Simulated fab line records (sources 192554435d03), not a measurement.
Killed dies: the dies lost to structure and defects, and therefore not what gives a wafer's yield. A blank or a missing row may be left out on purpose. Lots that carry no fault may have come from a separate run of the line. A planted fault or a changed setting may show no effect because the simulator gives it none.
fab line records | flow n5-finfet
record lots=9 wafers=27 last-day=16
route steps=1938 shown FIN_CUT@178 STI_FIN_REVEAL@183 DUMMY_GATE@214 BEOL_M4@1111
lots that met no fault: from a run of the same line without faults
start-h: start of the lot's first displayed wafer, in hours after the record's first day | wait-h: hours elapsed since this lot's preceding step | " as in the row above | L1.1+2: several wafers, shown together as one row | - no value present, or no start provided | * or withheld: withheld | < > ~ a bound
route shown NAME@n: a module of which the file shows steps, and the number in the route of the first | usual: average and standard deviation across the fault-free wafers | same: alike in all rows | chamber/n: place in a boat | sites: readings site by site | _std_site: how widely they spread, as a standard deviation | _edge_site: inner sites' mean taken away from outer sites' mean | radius-mm: for every site, how far away it sits from the centre of the wafer | mask NAME#n: copy n | behind: the tool/chamber that last shaped the wafer | hold: what put the lot on hold/how long, in hours/how the hold closed | device: whichever transistor did not switch (one of n, p or np) | end of line: the route-end tests of the same wafers | where a step has no rows: the recipe by itself | killed: dies lost to structure and defects at the first sort, not the wafer's yield | map: per-die view of a wafer (x killed, . not killed, _ where there is no die)
set.NAME: the setting as run; set.NAME@STEP: as run at that earlier step | model.NAME: the simulator's own value behind a step, which no gauge read
a sample of lots followed through the steps of the route, with each step as a table and each wafer as a row
services: the hour from which a tool's chamber was out of use, counted from the record's first day as start-h (under 0 if before that day), plus the number of hours and why
## steps
# step N5_FIN_CUT_STRIP_22
# recipe chemistry=N2/H2 power-w=500 temp-c=40 pressure-mtorr=50 rf-frequency-hz=6e+07 overash-fraction=0.3 bias-power-w=8 h2-frac=0.5 n2-flow-sccm=300 h2-flow-sccm=300
# usual drypump-motor-current-A=5.7/0.41 oes-product-au=0.75/0.061 rf-vpp-V=54.3/2.2 showerhead-plenum-p-Torr=3.37/0.1 throttle-valve-pct=19.0/0.36
# columns lot.wafer tool chamber start-h wait-h drypump-motor-current-A oes-product-au rf-hours-counter-h rf-vpp-V showerhead-plenum-p-Torr throttle-valve-pct
L541.3 rie-diel-04 3 28.10 0.0 5.9 0.75 183 54.2 3.34 19.1
L541.5 " 3 " " 6.0 0.73 - 51.6 3.34 19.1
L541.6 " 0 " " 4.7 0.74 - 54.8 3.23 19.7
L542.3 rie-diel-03 0 33.17 0.0 5.7 0.77 98 57.6 3.55 19.0
L542.4 " 1 " " 5.8 0.76 - 53.1 3.36 19.1
L542.6 " 2 " " 5.5 0.80 - 51.0 3.24 19.2
L546.1 rie-diel-01 3 58.03 0.2 5.8 0.76 148 58.3 3.24 18.8
L546.3 " 1 " " 6.0 0.95 4 52.9 3.42 18.5
L546.5 " 1 " " 6.0 0.96 - 54.7 3.42 18.6
L547.1 rie-diel-04 2 64.81 0.0 5.8 0.76 138 53.7 3.50 18.4
L547.2 " 1 " " 6.1 0.70 223 51.3 3.32 18.9
L547.4 " 0 " " 4.7 0.73 158 53.1 3.23 19.7
L548.2 rie-diel-03 3 71.75 0.1 5.3 0.78 140 55.7 3.49 18.6
L548.5 " 0 " " 5.6 0.74 - 57.6 3.54 19.0
L548.6 " 3 " " 5.3 0.78 - 53.1 3.49 18.5
L553.2 rie-diel-04 0 102.11 0.0 4.7 0.71 169 50.0 3.22 19.8
L553.3 " 3 " " 6.0 0.72 205 54.5 3.32 19.1
L553.5 " 1 " " 6.1 0.69 - 55.2 3.31 18.9
L558.1 rie-diel-01 3 129.95 0.0 5.8 0.74 160 54.4 3.23 18.9
L558.2 " 1 " " 6.0 0.92 19 52.4 3.41 18.6
L558.6 " 0 " " 5.2 0.69 - 52.8 3.43 19.2
L560.2 rie-diel-01 2 143.01 0.0 6.3 0.71 153 56.9 3.36 19.1
L560.4 " 3 " " 5.8 0.74 165 52.4 3.23 18.9
L560.5 " 0 " " 5.3 0.67 - 57.2 3.43 19.1
L563.2 rie-diel-03 2 161.54 0.1 5.5 0.72 160 56.7 3.22 19.3
L563.4 " 0 " " 5.7 0.72 145 55.2 3.52 19.1
L563.5 " 3 " " 5.2 0.75 - 57.0 3.47 18.6
# step N5_STI_FIN_REVEAL_ALD_00
# recipe material=SiO2 target-thk-a=10 temp-c=300 ald-precursor-family=BDEAS ald-co-reactant=O2-plasma pulse-time-s=1 pressure-torr=2
# usual heater-power-w=456/44 precursor-pulse-height-rel=1.000/0.021 susceptor-temp-C=300.01/0.17
# columns lot.wafer tool chamber start-h wait-h heater-power-w precursor-pulse-height-rel since-wet-clean-h susceptor-temp-C
L541.3 ald-sin-01 2 28.30 0.0 432 1.017 21 299.83
L541.5 " 2 " " 431 0.999 - 299.98
L541.6 " 3 " " 493 1.002 - 299.86
L542.3 ald-sin-04 0 33.37 0.0 424 1.014 314 300.07
L542.4 " 3 " " 454 1.018 314 300.13
L542.6 " 3 " " 462 1.009 - 300.17
L546.1 ald-sin-04 3 58.57 0.4 458 0.976 339 300.13
L546.3 " 1 " " 485 1.007 339 300.22
L546.5 " 1 " " 482 0.990 - 300.05
L547.1 ald-sin-04 2 65.01 0.0 557 1.004 345 300.13
L547.2 " 1 " " 490 0.971 345 299.74
L547.4 " 3 " " 462 0.990 345 299.96
L548.2 ald-sin-03 2 72.72 0.8 394 1.010 170 299.86
L548.5 " 1 " " 398 1.029 - 299.84
L548.6 " 2 " " 398 0.977 - 300.03
L553.2 ald-sin-04 0 102.75 0.5 435 0.992 3 300.16
L553.3 " 2 " " 578 1.009 3 300.07
L553.5 " 0 " " 439 0.950 - 300.18
L558.1 ald-sin-04 3 131.11 1.0 444 0.984 31 300.24
L558.2 " 1 " " 476 0.990 31 300.35
L558.6 " 3 " " 437 1.005 - 299.96
L560.2 ald-sin-01 0 145.47 2.3 438 0.994 138 299.77
L560.4 " 3 " " 485 0.997 138 300.12
L560.5 " 1 " " 447 1.010 - 300.06
L563.2 ald-sin-03 2 161.74 0.0 391 1.038 259 300.04
L563.4 " 0 " " 465 1.010 259 300.08
L563.5 " 1 " " 401 1.014 - 300.04
# step N5_STI_FIN_REVEAL_INSPECT_13
# recipe inspect-instrument=darkfield mode=post-clean
# usual raw-defect-count=12/5.2
# columns lot.wafer tool chamber start-h wait-h raw-defect-count
L541.3 defect-inspect-02 - 37.27 0.0 17
L541.5 " - " " 15
L541.6 " - " " 9
L542.3 defect-inspect-02 - 42.20 0.0 11
L542.4 " - " " 9
L542.6 " - " " 19
L546.1 defect-inspect-01 - 67.45 0.0 8
L546.3 " - " " 12
L546.5 " - " " 23
L547.1 defect-inspect-01 - 73.88 0.0 17
L547.2 " - " " 15
L547.4 " - " " 24
L548.2 defect-inspect-01 - 82.31 0.0 25
L548.5 " - " " 16
L548.6 " - " " 17
L553.2 defect-inspect-01 - 111.95 0.0 17
L553.3 " - " " 9
L553.5 " - " " 4
L558.1 defect-inspect-02 - 139.79 0.0 5
L558.2 " - " " 15
L558.6 " - " " 10
L560.2 defect-inspect-01 - 154.37 0.0 14
L560.4 " - " " 14
L560.5 " - " " 14
L563.2 defect-inspect-02 - 170.95 0.0 17
L563.4 " - " " 3
L563.5 " - " " 7
# step N5_DUMMY_GATE_ALD_02
# recipe material=SiO2 target-thk-a=20 temp-c=300 ald-precursor-family=BDEAS ald-co-reactant=O2-plasma pulse-time-s=1 pressure-torr=2
# usual heater-power-w=450/31 precursor-pulse-height-rel=1.000/0.019 susceptor-temp-C=300.00/0.18
# columns lot.wafer tool chamber start-h wait-h heater-power-w precursor-pulse-height-rel since-wet-clean-h susceptor-temp-C
L541.3 ald-sin-02 1 37.36 0.0 438 1.019 225 299.95
L541.5 " 3 " " 454 1.015 - 300.10
L541.6 " 0 " " 446 1.002 - 300.00
L542.3 ald-sin-03 1 42.43 0.2 401 0.973 140 300.48
L542.4 " 3 " " 492 0.991 140 299.81
L542.6 " 0 " " 453 0.968 - 299.86
L546.1 ald-sin-03 2 68.58 1.1 353 1.010 166 290.65
L546.3 " 3 " " 441 0.999 166 291.00
L546.5 " 1 " " 372 1.030 - 291.03
L547.1 ald-sin-01 2 73.97 0.0 427 0.991 66 300.03
L547.2 " 1 " " 442 0.975 66 299.96
L547.4 " 3 " " 500 0.995 66 300.13
L548.2 ald-sin-03 2 82.40 0.0 360 1.032 179 291.13
L548.5 " 2 " " 360 1.011 - 290.96
L548.6 " 1 " " 374 1.051 - 290.95
L553.2 ald-sin-02 0 112.04 0.0 430 0.990 300 300.08
L553.3 " 1 " " 434 0.996 300 299.69
L553.5 " 0 " " 435 1.009 - 300.01
L558.1 ald-sin-01 2 139.88 0.0 430 1.028 132 300.02
L558.2 " 3 " " 485 1.004 132 300.21
L558.6 " 2 " " 429 1.010 - 299.93
L560.2 ald-sin-02 3 154.47 0.0 442 1.001 343 300.00
L560.4 " 1 " " 431 1.020 343 299.85
L560.5 " 3 " " 445 0.989 - 299.92
L563.2 ald-sin-03 1 171.55 0.5 396 1.002 269 299.69
L563.4 " 0 " " 468 0.962 269 299.63
L563.5 " 1 " " 407 1.012 - 299.85
# step N5_BEOL_M4_RC_MEAS_101
# usual DIBL_N=35.9/1.6 DIBL_P=35.6/2.1 IOFF_N=0.149/0.029 IOFF_P=0.20/0.033 ION_N=671/11 ION_P=460/7.3 SS_N=71.4/0.62 SS_P=73.2/0.65 VT_N=251/3.1 VT_P=-251/3.4
# columns lot.wafer tool chamber start-h wait-h DIBL_N[mV/V] DIBL_P[mV/V] IOFF_N[nA/um] IOFF_P[nA/um] ION_N[uA/um] ION_P[uA/um] SS_N[mV/dec] SS_P[mV/dec] VT_N[mV] VT_P[mV]
L541.3 prober-02 0 165.61 0.3 35.4 33.8 0.133 0.15 662 445 70.8 72.5 251 -258
L541.5 " 0 " " 34.5 34.4 0.124 0.15 656 451 70.5 72.7 254 -256
L541.6 " 0 " " 34.0 34.4 0.116 0.16 655 453 69.8 72.6 254 -257
L542.3 prober-01 0 166.34 0.3 36.1 35.7 0.154 0.20 668 459 71.1 73.1 253 -249
L542.4 " 0 " " 36.0 36.3 0.150 0.22 666 460 71.1 73.1 252 -248
L542.6 " 0 " " 34.9 33.9 0.130 0.18 672 459 70.7 73.0 253 -252
L547.1 prober-02 0 196.43 0.0 36.4 36.1 0.144 0.17 659 444 72.3 72.7 252 -258
L547.2 " 0 " " 35.6 37.0 0.144 0.18 665 452 71.3 72.4 250 -254
L547.4 " 0 " " 36.7 38.0 0.158 0.20 668 459 71.3 73.1 251 -252
L546.1 prober-02 0 199.72 0.0 35.4 33.4 0.133 0.18 668 459 70.8 72.8 251 -251
L546.3 " 0 " " 34.4 31.4 0.114 0.15 664 456 71.0 72.5 254 -254
L546.5 " 0 " " 36.6 34.7 0.153 0.19 677 459 71.3 73.8 250 -251
L548.2 prober-02 0 205.42 0.2 38.3 37.6 0.182 0.26 680 468 72.3 73.1 247 -248
L548.5 " 0 " " 35.9 34.8 0.149 0.22 674 471 71.2 72.7 250 -245
L548.6 " 0 " " 35.0 33.7 0.127 0.19 663 461 70.9 72.9 252 -251
L553.2 prober-02 0 233.70 0.2 37.6 37.5 0.173 0.20 676 456 71.4 73.9 248 -255
L553.3 " 0 " " 37.4 37.5 0.169 0.19 675 458 71.1 73.7 248 -254
L553.5 " 0 " " 33.8 32.5 0.115 0.14 655 450 70.4 72.9 251 -256
L558.1 prober-02 0 273.80 0.0 37.3 38.0 0.163 0.23 665 458 72.7 73.9 250 -251
L558.2 " 0 " " 36.2 35.3 0.141 0.18 656 450 71.8 73.1 253 -257
L558.6 " 0 " " 36.7 35.5 0.150 0.19 661 458 72.4 73.3 253 -254
L560.2 prober-02 0 281.01 0.2 35.2 34.6 0.132 0.20 664 459 71.1 73.1 252 -249
L560.4 " 0 " " 34.2 32.9 0.123 0.18 653 455 71.3 72.2 254 -251
L560.5 " 0 " " 35.3 34.5 0.137 0.19 656 454 71.7 72.8 253 -250
L563.2 prober-02 0 300.61 0.2 36.8 35.2 0.157 0.21 681 468 70.7 73.0 253 -250
L563.4 " 0 " " 38.7 38.1 0.199 0.26 683 467 71.9 73.8 245 -244
L563.5 " 0 " " 39.1 38.4 0.213 0.27 697 475 72.5 74.2 244 -248
## services
# columns tool chamber start-h hours kind
rie-diel-01 3 13.29 13.9 repair
ald-sin-03 1 16.07 8.5 repair
ald-sin-03 2 16.97 14.5 repair
rie-diel-03 3 30.37 10.2 repair
ald-sin-01 - 39.89 1.0 repair
ald-sin-03 - 59.72 6.0 pm
rie-diel-03 1 64.09 32.7 repair
ald-sin-02 0 64.17 15.5 repair
rie-diel-01 2 71.21 11.1 repair
rie-diel-01 - 75.75 4.3 pm
ald-sin-02 3 77.70 2.4 repair
ald-sin-04 - 85.96 14.0 pm
rie-diel-01 3 89.35 5.1 repair
rie-diel-01 - 103.88 18.9 repair
ald-sin-03 0 108.65 1.6 repair
rie-diel-04 3 109.90 12.2 repair
ald-sin-03 1 110.91 6.8 repair
ald-sin-02 - 112.32 0.6 repair
ald-sin-01 0 116.49 4.4 repair
rie-diel-04 3 126.58 27.6 repair
rie-diel-01 - 126.93 0.3 repair
ald-sin-01 - 134.08 0.8 pm
ald-sin-02 - 134.75 2.8 pm
rie-diel-04 - 138.91 0.5 repair
## key
first-sign step=N5_DUMMY_GATE_ALD_02 reading=susceptor-temp-C direction=down sigmas=49 usual=* struck=*
effect step=N5_DUMMY_GATE_ALD_02 reading=heater-power-w direction=down sigmas=2.3 usual=* struck=*
met-at N5_DUMMY_GATE_ALD_02
struck-lots L546,L548
not-acting-at N5_FIN_CUT_STRIP_22,N5_STI_FIN_REVEAL_ALD_00,N5_STI_FIN_REVEAL_INSPECT_13
onset-between 42.43 68.58
fault kind=process-parameter-drift tool=ald-sin-03 chamber=- onset-h=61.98 steps=N5_DUMMY_GATE_ALD_02 channel=temp-c offset=* shape=step end-h=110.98 acts-in=* stated=*
